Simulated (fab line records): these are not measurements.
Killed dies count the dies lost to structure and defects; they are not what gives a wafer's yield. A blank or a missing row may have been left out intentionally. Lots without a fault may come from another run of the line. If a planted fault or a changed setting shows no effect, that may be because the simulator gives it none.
Which tool was responsible? | flow nandHarc | 72 wafers from 24 lots sampled at 6 of the route's 1302 steps

WHAT EACH GAUGE READ, for each wafer
The record holds no reading of a measuring or inspecting step that can be judged against a usual standard deviation.

TOOL THAT RAN EACH LOT (tool first, then ch and the chambers of the sampled wafers, then the start)
lot  | NHARC_A_CHANNEL_FILL_D2_STRIP_29             | NHARC_A_STAIRCASE_DESCUM_168      | NHARC_A_STAIRCASE_ETCH_15     | NHARC_A_STAIRCASE_ETCH_21     | NHARC_A_STAIRCASE_TRIM_200    | NHARC_A_STAIRCASE_ETCH_227
L074 | rieDiel-09 ch 2,3, day 15 11:39 or earlier   | rieDiel-06 ch 0,3, day 15 11:39   | rieDiel-06 ch 1,2,3, no start | rieDiel-13 ch 0,3, no start   | rieDiel-13 ch 1,2,3, no start | rieDiel-13 ch 1,2,3, no start
L076 | rieDiel-03 ch 0,1,2, day 16 00:20 or earlier | rieDiel-06 ch 0,1,2, day 16 00:20 | rieDiel-06 ch 0,2,3, no start | rieDiel-06 ch 1,2,3, no start | rieDiel-13 ch 1,2,3, no start | rieDiel-13 ch 0,1,3, no start
L075 | rieDiel-09 ch 1,2,3, day 16 00:10 or earlier | rieDiel-06 ch 0,2,3, day 16 00:10 | rieDiel-01 ch 0,1,3, no start | rieDiel-01 ch 2,3, no start   | rieDiel-13 ch 1,2, no start   | rieDiel-13 ch 1,2, no start
L077 | rieDiel-03 ch 0,1,3, day 16 20:02 or earlier | rieDiel-06 ch 0,1,2, day 16 20:02 | rieDiel-13 ch 0,3, no start   | rieDiel-13 ch 1,2,3, no start | rieDiel-06 ch 0,1,2, no start | rieDiel-01 ch 0,1,3, no start
L078 | rieDiel-09 ch 0,1,2, day 17 03:32 or earlier | rieDiel-13 ch 0,2,3, day 17 03:32 | rieDiel-01 ch 1,2,3, no start | rieDiel-13 ch 0,1,2, no start | rieDiel-13 ch 0,2,3, no start | rieDiel-01 ch 0,2,3, no start
L079 | rieDiel-09 ch 1,2,3, day 17 23:05 or earlier | rieDiel-01 ch 0,2,3, day 17 23:05 | rieDiel-06 ch 0,1,2, no start | rieDiel-06 ch 0,1,3, no start | rieDiel-06 ch 1,2,3, no start | rieDiel-01 ch 0,1,2, no start
L080 | rieDiel-03 ch 0,1, day 17 23:15 or earlier   | rieDiel-06 ch 0,3, day 17 23:15   | rieDiel-01 ch 1,2,3, no start | rieDiel-13 ch 1,3, no start   | rieDiel-13 ch 1,2, no start   | rieDiel-06 ch 0,1,3, no start
L081 | rieDiel-04 ch 0,1,3, day 18 20:25 or earlier | rieDiel-13 ch 0,1,2, day 18 20:25 | rieDiel-13 ch 1,2, no start   | rieDiel-06 ch 1,2, no start   | rieDiel-13 ch 0,1,2, no start | rieDiel-01 ch 0,1,3, no start
L083 | rieDiel-04 ch 1,2, day 19 12:30 or earlier   | rieDiel-06 ch 1,3, day 19 12:30   | rieDiel-13 ch 0,1, no start   | rieDiel-01 ch 0,1,2, no start | rieDiel-01 ch 0,3, no start   | rieDiel-06 ch 0,1,3, no start
L082 | rieDiel-09 ch 0,2, day 19 12:30 or earlier   | rieDiel-13 ch 2,3, day 19 12:30   | rieDiel-06 ch 0,2, no start   | rieDiel-01 ch 1,3, no start   | rieDiel-06 ch 0,2, no start   | rieDiel-06 ch 0,2, no start
L084 | rieDiel-03 ch 2,3, day 20 01:44 or earlier   | rieDiel-06 ch 0,2,3, day 20 01:44 | rieDiel-01 ch 0,2,3, no start | rieDiel-06 ch 0,1,3, no start | rieDiel-13 ch 0,1,2, no start | rieDiel-06 ch 2,3, no start
L086 | rieDiel-09 ch 0,1,3, day 20 08:24 or earlier | rieDiel-06 ch 0,1, day 20 08:24   | rieDiel-06 ch 0,1, no start   | rieDiel-13 ch 0,1,3, no start | rieDiel-13 ch 1,2, no start   | rieDiel-06 ch 0,1,3, no start
L085 | rieDiel-09 ch 1,2,3, day 20 11:48 or earlier | rieDiel-06 ch 1,2,3, day 20 11:48 | rieDiel-13 ch 0,2,3, no start | rieDiel-01 ch 0,2,3, no start | rieDiel-01 ch 0,2,3, no start | rieDiel-06 ch 0,1,3, no start
L087 | rieDiel-04 ch 0,1,2, day 20 17:55 or earlier | rieDiel-06 ch 1,2,3, day 20 17:55 | rieDiel-13 ch 0,1,2, no start | rieDiel-13 ch 0,3, no start   | rieDiel-01 ch 0,2, no start   | rieDiel-13 ch 2,3, no start
L088 | rieDiel-09 ch 0,3, day 21 19:52 or earlier   | rieDiel-01 ch 1,2, day 21 19:52   | rieDiel-13 ch 0,1,3, no start | rieDiel-13 ch 1,2, no start   | rieDiel-13 ch 0,3, no start   | rieDiel-06 ch 0,3, no start
L089 | rieDiel-03 ch 0,1,2, day 21 20:03 or earlier | rieDiel-13 ch 1,2, day 21 20:03   | rieDiel-06 ch 1,3, no start   | rieDiel-06 ch 0,1, no start   | rieDiel-06 ch 2,3, no start   | rieDiel-13 ch 0,1,2, no start
L090 | rieDiel-04 ch 0,1,3, day 22 07:47 or earlier | rieDiel-06 ch 0,1,2, day 22 07:47 | rieDiel-06 ch 2,3, no start   | rieDiel-13 ch 0,1,2, no start | rieDiel-06 ch 0,1, no start   | rieDiel-01 ch 1,3, no start
L093 | rieDiel-03 ch 1,2, day 23 00:05 or earlier   | rieDiel-13 ch 2,3, day 23 00:05   | rieDiel-13 ch 0,1,3, no start | rieDiel-13 ch 0,3, no start   | rieDiel-13 ch 1,2, no start   | rieDiel-13 ch 0,1, no start
L092 | rieDiel-03 ch 0,1,2, day 23 01:45 or earlier | rieDiel-01 ch 0,1,2, day 23 01:45 | rieDiel-01 ch 2,3, no start   | rieDiel-06 ch 0,1,3, no start | rieDiel-13 ch 0,1, no start   | rieDiel-01 ch 1,2, no start
L091 | rieDiel-09 ch 0,1, day 23 01:34 or earlier   | rieDiel-13 ch 0,1,3, day 23 01:34 | rieDiel-13 ch 1,2,3, no start | rieDiel-13 ch 1,2,3, no start | rieDiel-01 ch 0,1,2, no start | rieDiel-01 ch 0,3, no start
L094 | rieDiel-09 ch 1,2,3, day 23 13:04 or earlier | rieDiel-01 ch 2,3, day 23 13:04   | rieDiel-01 ch 1,3, no start   | rieDiel-01 ch 0,2, no start   | rieDiel-13 ch 1,2, no start   | rieDiel-01 ch 0,2,3, no start
L096 | rieDiel-04 ch 1,3, day 24 04:02              | rieDiel-06 ch 0,1,3, day 24 11:19 | rieDiel-13 ch 0,2,3, no start | rieDiel-13 ch 0,1,2, no start | rieDiel-06 ch 0,2,3, no start | rieDiel-06 ch 1,2,3, no start
L095 | rieDiel-03 ch 0,2, day 24 11:09 or earlier   | rieDiel-06 ch 2,3, day 24 11:09   | rieDiel-06 ch 0,1,3, no start | rieDiel-06 ch 0,3, no start   | rieDiel-13 ch 1,3, no start   | rieDiel-06 ch 0,1,3, no start
L097 | rieDiel-09 ch 1,2, day 24 15:23              | rieDiel-06 ch 0,1,2, day 24 22:47 | rieDiel-01 ch 2,3, no start   | rieDiel-06 ch 0,1, no start   | rieDiel-13 ch 0,1, no start   | rieDiel-13 ch 2,3, no start
- NHARC_A_CHANNEL_FILL_D2_STRIP_29: strips in O2, time 20 s.
- NHARC_A_STAIRCASE_DESCUM_168: chemistry O2, time 3 s.
- NHARC_A_STAIRCASE_ETCH_15: etches the open film in C4F8/O2, target depth 100 nm, time 40.5 s.
- NHARC_A_STAIRCASE_ETCH_21: etches the open film in C4F8/O2, target depth 100 nm, time 40.5 s.
- NHARC_A_STAIRCASE_TRIM_200: chemistry O2, time 211.2 s.
- NHARC_A_STAIRCASE_ETCH_227: etches the open film in C4F8/O2, target depth 100 nm, time 40.5 s.

WHAT THE TOOLS THEMSELVES READ (means of the sampled wafers that have a number; where no wafer has one, the mark that the record gives instead)
NHARC_A_CHANNEL_FILL_D2_STRIP_29.
lot  | tool       | drypumpMotorCurrentA (A) | oesProductAu (a.u.) | rfVppV (V) | showerheadPlenumPTorr (Torr) | throttleValvePct (%)
L074 | rieDiel-09 | 6.3                      | 0.999               | 58.6       | 3.47                         | 17.030
L076 | rieDiel-03 | 5.8                      | 1.002               | 57.3       | 3.47                         | 17.035
L075 | rieDiel-09 | 6.2                      | 0.992               | 57.5       | 3.48                         | 17.029
L077 | rieDiel-03 | 5.8                      | 0.992               | 57.7       | 3.49                         | 17.048
L078 | rieDiel-09 | 6.2                      | 0.999               | 57.9       | 3.52                         | 17.029
L079 | rieDiel-09 | 6.2                      | 0.999               | 57.9       | 3.48                         | 17.036
L080 | rieDiel-03 | 5.6                      | 0.991               | 58.3       | 3.39                         | 17.041
L081 | rieDiel-04 | 5.5                      | 1.005               | 57.1       | 3.43                         | 17.037
L083 | rieDiel-04 | 5.6                      | 1.001               | 57.8       | 3.49                         | 17.040
L082 | rieDiel-09 | 6.1                      | 0.998               | 57.8       | 3.55                         | 17.032
L084 | rieDiel-03 | 6.1                      | 0.998               | 58.0       | 3.68                         | 17.025
L086 | rieDiel-09 | 5.9                      | 0.999               | 58.7       | 3.53                         | 17.029
L085 | rieDiel-09 | 6.2                      | 0.992               | 56.6       | 3.48                         | 17.041
L087 | rieDiel-04 | 5.5                      | 1.000               | 57.6       | 3.51                         | 17.036
L088 | rieDiel-09 | 6.0                      | 0.983               | 58.2       | 3.55                         | 17.033
L089 | rieDiel-03 | 5.7                      | 0.997               | 57.2       | 3.47                         | 17.049
L090 | rieDiel-04 | 5.5                      | 0.998               | 58.2       | 3.42                         | 17.045
L093 | rieDiel-03 | 5.8                      | 1.011               | 57.7       | 3.45                         | 17.033
L092 | rieDiel-03 | 5.8                      | 0.995               | 57.8       | 3.47                         | 17.034
L091 | rieDiel-09 | 5.9                      | 0.999               | 57.9       | 3.56                         | 17.035
L094 | rieDiel-09 | 6.2                      | 0.988               | 57.6       | 3.48                         | 17.035
L096 | rieDiel-04 | 5.7                      | 0.996               | 58.3       | 3.41                         | 17.036
L095 | rieDiel-03 | 5.9                      | 0.992               | 57.4       | 3.57                         | 17.029
L097 | rieDiel-09 | 6.4                      | 1.007               | 58.2       | 3.47                         | 17.042

NHARC_A_STAIRCASE_DESCUM_168.
lot  | tool       | drypumpMotorCurrentA (A) | oesProductAu (a.u.) | rfVppV (V) | showerheadPlenumPTorr (Torr) | throttleValvePct (%)
L074 | rieDiel-06 | 5.3                      | 1.012               | 58.2       | 1.87                         | 11.313
L076 | rieDiel-06 | 5.7                      | 0.994               | 58.1       | 1.85                         | 11.321
L075 | rieDiel-06 | 5.6                      | 0.994               | 57.9       | 1.89                         | 11.319
L077 | rieDiel-06 | 5.7                      | 0.990               | 57.1       | 1.85                         | 11.305
L078 | rieDiel-13 | 5.5                      | 1.002               | 57.8       | 1.94                         | 11.300
L079 | rieDiel-01 | 5.7                      | 0.993               | 57.7       | 2.00                         | 11.308
L080 | rieDiel-06 | 5.3                      | 1.001               | 58.3       | 1.86                         | 11.308
L081 | rieDiel-13 | 5.6                      | 0.994               | 57.0       | 1.97                         | 11.306
L083 | rieDiel-06 | 5.5                      | 0.997               | 57.0       | 1.81                         | 11.309
L082 | rieDiel-13 | 5.8                      | 1.008               | 58.2       | 1.93                         | 11.309
L084 | rieDiel-06 | 5.6                      | 1.001               | 57.3       | 1.88                         | 11.311
L086 | rieDiel-06 | 5.5                      | 1.003               | 57.0       | 1.78                         | 11.308
L085 | rieDiel-06 | 5.7                      | 0.999               | 58.0       | 1.86                         | 11.304
L087 | rieDiel-06 | 5.7                      | 0.994               | 58.5       | 1.86                         | 11.311
L088 | rieDiel-01 | 5.8                      | 0.994               | 57.5       | 1.91                         | 11.304
L089 | rieDiel-13 | 5.8                      | 0.998               | 57.7       | 1.99                         | 11.302
L090 | rieDiel-06 | 5.7                      | 0.995               | 58.5       | 1.94                         | 11.317
L093 | rieDiel-13 | 5.6                      | 1.019               | 58.2       | 1.92                         | 11.308
L092 | rieDiel-01 | 5.6                      | 1.007               | 58.2       | 1.95                         | 11.304
L091 | rieDiel-13 | 5.7                      | 1.005               | 57.4       | 1.96                         | 11.321
L094 | rieDiel-01 | 5.9                      | 0.996               | 57.8       | 1.97                         | 11.307
L096 | rieDiel-06 | 5.3                      | 0.998               | 57.8       | 1.93                         | 11.308
L095 | rieDiel-06 | 5.6                      | 0.987               | 57.4       | 1.90                         | 11.316
L097 | rieDiel-06 | 5.7                      | 0.999               | 57.8       | 1.93                         | 11.313

NHARC_A_STAIRCASE_ETCH_15.
lot  | tool       | oesProductAu (a.u.) | rfVppV (V)
L074 | rieDiel-06 | 0.927               | 893
L076 | rieDiel-06 | 0.933               | 895
L075 | rieDiel-01 | 0.935               | 902
L077 | rieDiel-13 | 0.947               | 898
L078 | rieDiel-01 | 0.929               | 899
L079 | rieDiel-06 | 0.939               | 892
L080 | rieDiel-01 | 0.934               | 898
L081 | rieDiel-13 | 0.948               | 899
L083 | rieDiel-13 | 0.945               | 902
L082 | rieDiel-06 | 0.935               | 892
L084 | rieDiel-01 | 0.939               | 900
L086 | rieDiel-06 | 0.946               | 888
L085 | rieDiel-13 | 0.949               | 897
L087 | rieDiel-13 | 0.939               | 899
L088 | rieDiel-13 | 0.944               | 899
L089 | rieDiel-06 | 0.945               | 902
L090 | rieDiel-06 | 0.934               | 896
L093 | rieDiel-13 | 0.954               | 898
L092 | rieDiel-01 | 0.934               | 899
L091 | rieDiel-13 | 0.943               | 898
L094 | rieDiel-01 | 0.942               | 901
L096 | rieDiel-13 | 0.941               | 897
L095 | rieDiel-06 | 0.947               | 897
L097 | rieDiel-01 | 0.930               | 897

NHARC_A_STAIRCASE_ETCH_21.
lot  | tool       | oesProductAu (a.u.) | rfVppV (V)
L074 | rieDiel-13 | 0.973               | 899
L076 | rieDiel-06 | 0.945               | 893
L075 | rieDiel-01 | 0.938               | 901
L077 | rieDiel-13 | 0.965               | 898
L078 | rieDiel-13 | 0.967               | 899
L079 | rieDiel-06 | 0.942               | 891
L080 | rieDiel-13 | 0.974               | 900
L081 | rieDiel-06 | 0.941               | 894
L083 | rieDiel-01 | 0.939               | 900
L082 | rieDiel-01 | 0.934               | 899
L084 | rieDiel-06 | 0.967               | 892
L086 | rieDiel-13 | 0.982               | 899
L085 | rieDiel-01 | 0.950               | 901
L087 | rieDiel-13 | 0.950               | 897
L088 | rieDiel-13 | 0.946               | 901
L089 | rieDiel-06 | 0.956               | 900
L090 | rieDiel-13 | 0.970               | 900
L093 | rieDiel-13 | 0.961               | 897
L092 | rieDiel-06 | 0.973               | 898
L091 | rieDiel-13 | 0.950               | 898
L094 | rieDiel-01 | 0.948               | 899
L096 | rieDiel-13 | 0.932               | 898
L095 | rieDiel-06 | 0.944               | 891
L097 | rieDiel-06 | 0.981               | 894

NHARC_A_STAIRCASE_TRIM_200.
lot  | tool       | drypumpMotorCurrentA (A) | oesProductAu (a.u.) | rfVppV (V) | showerheadPlenumPTorr (Torr) | throttleValvePct (%)
L074 | rieDiel-13 | 5.8                      | 1.008               | 57.8       | 3.63                         | 17.037
L076 | rieDiel-13 | 5.8                      | 1.010               | 58.3       | 3.63                         | 17.030
L075 | rieDiel-13 | 5.7                      | 0.999               | 57.9       | 3.62                         | 17.030
L077 | rieDiel-06 | 5.7                      | 0.996               | 56.4       | 3.41                         | 17.039
L078 | rieDiel-13 | 5.6                      | 0.998               | 57.4       | 3.58                         | 17.027
L079 | rieDiel-06 | 5.7                      | 0.998               | 57.6       | 3.45                         | 17.040
L080 | rieDiel-13 | 5.8                      | 1.008               | 56.6       | 3.68                         | 17.042
L081 | rieDiel-13 | 5.6                      | 0.995               | 58.0       | 3.62                         | 17.026
L083 | rieDiel-01 | 5.6                      | 0.994               | 58.5       | 3.76                         | 17.031
L082 | rieDiel-06 | 5.9                      | 0.992               | 57.4       | 3.49                         | 17.040
L084 | rieDiel-13 | 5.6                      | 1.000               | 59.0       | 3.62                         | 17.046
L086 | rieDiel-13 | 5.6                      | 1.006               | 57.7       | 3.60                         | 17.038
L085 | rieDiel-01 | 5.7                      | 0.992               | 58.3       | 3.66                         | 17.036
L087 | rieDiel-01 | 5.5                      | 0.998               | 58.1       | 3.57                         | 17.033
L088 | rieDiel-13 | 5.7                      | 1.011               | 57.9       | 3.55                         | 17.033
L089 | rieDiel-06 | 5.6                      | 0.995               | 57.5       | 3.51                         | 17.042
L090 | rieDiel-06 | 5.4                      | 1.012               | 58.0       | 3.52                         | 17.038
L093 | rieDiel-13 | 5.8                      | 1.002               | 57.9       | 3.65                         | 17.037
L092 | rieDiel-13 | 5.7                      | 0.999               | 57.6       | 3.66                         | 17.036
L091 | rieDiel-01 | 5.6                      | 0.997               | 58.2       | 3.59                         | 17.046
L094 | rieDiel-13 | 5.7                      | 1.004               | 57.4       | 3.59                         | 17.029
L096 | rieDiel-06 | 5.6                      | 0.993               | 57.7       | 3.46                         | 17.028
L095 | rieDiel-13 | 5.9                      | 0.995               | 58.2       | 3.65                         | 17.042
L097 | rieDiel-13 | 5.7                      | 0.997               | 58.1       | 3.65                         | 17.039

NHARC_A_STAIRCASE_ETCH_227.
lot  | tool       | oesProductAu (a.u.) | rfVppV (V)
L074 | rieDiel-13 | 0.934               | 900
L076 | rieDiel-13 | 0.947               | 900
L075 | rieDiel-13 | 0.942               | 899
L077 | rieDiel-01 | 0.943               | 902
L078 | rieDiel-01 | 0.929               | 901
L079 | rieDiel-01 | 0.930               | 898
L080 | rieDiel-06 | 0.935               | 891
L081 | rieDiel-01 | 0.936               | 901
L083 | rieDiel-06 | 0.942               | 891
L082 | rieDiel-06 | 0.940               | 893
L084 | rieDiel-06 | 0.916               | 896
L086 | rieDiel-06 | 0.945               | 892
L085 | rieDiel-06 | 0.949               | 891
L087 | rieDiel-13 | 0.950               | 896
L088 | rieDiel-06 | 0.943               | 892
L089 | rieDiel-13 | 0.943               | 898
L090 | rieDiel-01 | 0.935               | 899
L093 | rieDiel-13 | 0.946               | 900
L092 | rieDiel-01 | 0.928               | 895
L091 | rieDiel-01 | 0.938               | 902
L094 | rieDiel-01 | 0.938               | 900
L096 | rieDiel-06 | 0.927               | 898
L095 | rieDiel-06 | 0.926               | 897
L097 | rieDiel-13 | 0.951               | 896

THE ANSWER, worked out from the rows above alone
Rule: usual is defined by the lots themselves. The widest of any qualifying gaps counts: lots, ordered by their means at a reading, are off when they make up no more than a third of the lots, leave a main group of 4 or more, and stand apart from it by 3 or more times the standard deviation of that group's means. If all means in a main group match to the digits the tables above print for the reading, that group is not used. A lot without any number at a reading at which 4 lots or more have one is off too. Any other lot the step has rows for is counted as sound. First the gauges in route order, then the tools' own readings, where a lot's mean is used as printed above. At the first step where some lot is off, the reading lying furthest off is the one used; lots without a number count as furthest.
Nothing can be told from this: no lot is off at any reading shown.

WHAT HAD BEEN PUT IN BY THE SIMULATOR
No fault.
